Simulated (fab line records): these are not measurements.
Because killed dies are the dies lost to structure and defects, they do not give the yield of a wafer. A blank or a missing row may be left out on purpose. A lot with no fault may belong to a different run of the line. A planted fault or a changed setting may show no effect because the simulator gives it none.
One fault through the eyes of 2 desks ; flow n5 finfet ; every desk sees just its own numbers, and what lay behind them comes last

== TOOL OWNER'S DESK, rie diel-05 ==
The tool's own readings at N5_GATE_CUT_ETCH_19 (etches SiNx in CH3F/O2, target depth 53.7 nm, time 76.7 s): means of the sampled wafers that have a number, for each lot that ran on this tool. If a lot's mean is further than 4 standard deviations from the usual mean, the lot is out of limits and carries the mark OUT (the distance appears in the brackets). Of its 8 readings 7 are shown: those that lie furthest out on some lot.
Columns: A = CH3F_flow_sccm at N5_GATE_CUT_ETCH_19, usual 30.00 sccm; B = drypump motor current A at N5_GATE_CUT_ETCH_19, usual 5.6 A; C = etch rf on time s at N5_GATE_CUT_ETCH_19, usual 77.2 s; D = oes product au at N5_GATE_CUT_ETCH_19, usual 0.66 a.u.; E = rf vpp V at N5_GATE_CUT_ETCH_19, usual 297 V; F = showerhead plenum p Torr at N5_GATE_CUT_ETCH_19, usual 2.00 Torr; G = throttle valve pct at N5_GATE_CUT_ETCH_19, usual 16.4 %
lot;first seen here;A;B;C;D;E;F;G
L337;day 5 01:35;29.95;6.3;77.8;0.61;303;2.05;16.6
L345;day 7 00:30;29.98;5.5;76.7;0.70;292;1.95;16.2
L358;day 10 03:23;29.89;6.1;77.5;0.70;300;2.01;16.4
L359;day 10 09:58;29.95;5.9;78.2;0.66;298;1.99;16.3
Result from this desk: across the 4 lots, nothing is out of limits.

== METROLOGY DESK ==
What the gauges read for every lot (on any tool): the sampled wafers with a number, averaged. If a lot's mean is further than 4 standard deviations from the usual mean, the lot is out of limits and carries the mark OUT (the distance appears in the brackets). Of its 12 readings 7 are shown: those that lie furthest out on some lot.
Columns: A = DIBL_P at N5_BEOL_M4_RC_MEAS_101, usual 36.5 mV/V; B = IOFF_N at N5_BEOL_M4_RC_MEAS_101, usual 0.17 nA/um; C = IOFF_P at N5_BEOL_M4_RC_MEAS_101, usual 0.22 nA/um; D = SS_N at N5_BEOL_M4_RC_MEAS_101, usual 71.7 mV/dec; E = SS_P at N5_BEOL_M4_RC_MEAS_101, usual 73.4 mV/dec; F = VT_N at N5_BEOL_M4_RC_MEAS_101, usual 249 mV; G = VT_P at N5_BEOL_M4_RC_MEAS_101, usual -250 mV
lot;first seen here;A;B;C;D;E;F;G
L337;day 5 01:10;33.4;0.14;0.20;70.3;72.9;250;-250
L339;day 5 16:27;34.4;0.17;0.25;71.6;73.0;249;-245
L345;day 6 23:13;37.2;0.17;0.25;72.0;73.9;248;-246
L350;day 8 06:14;-;-;-;-;-;-;-
L351;day 8 11:04;-;-;-;-;-;-;-
L352;day 8 14:44;-;-;-;-;-;-;-
L357;day 9 17:35;39.9;0.21;0.28;71.8;74.5;246;-249
L358;day 10 02:59;32.5;0.11;0.14;70.7;72.2;256;-255
L359;day 10 09:34;35.0;0.16;0.19;72.0;73.5;249;-252
Result from this desk: across the 9 lots, nothing is out of limits.

== ALL TOGETHER ==
The tool owner's desk saw nothing out of limits.
Nothing out of limits was seen by the metrology desk.

== WHAT THE SIMULATOR HAD PUT IN ==
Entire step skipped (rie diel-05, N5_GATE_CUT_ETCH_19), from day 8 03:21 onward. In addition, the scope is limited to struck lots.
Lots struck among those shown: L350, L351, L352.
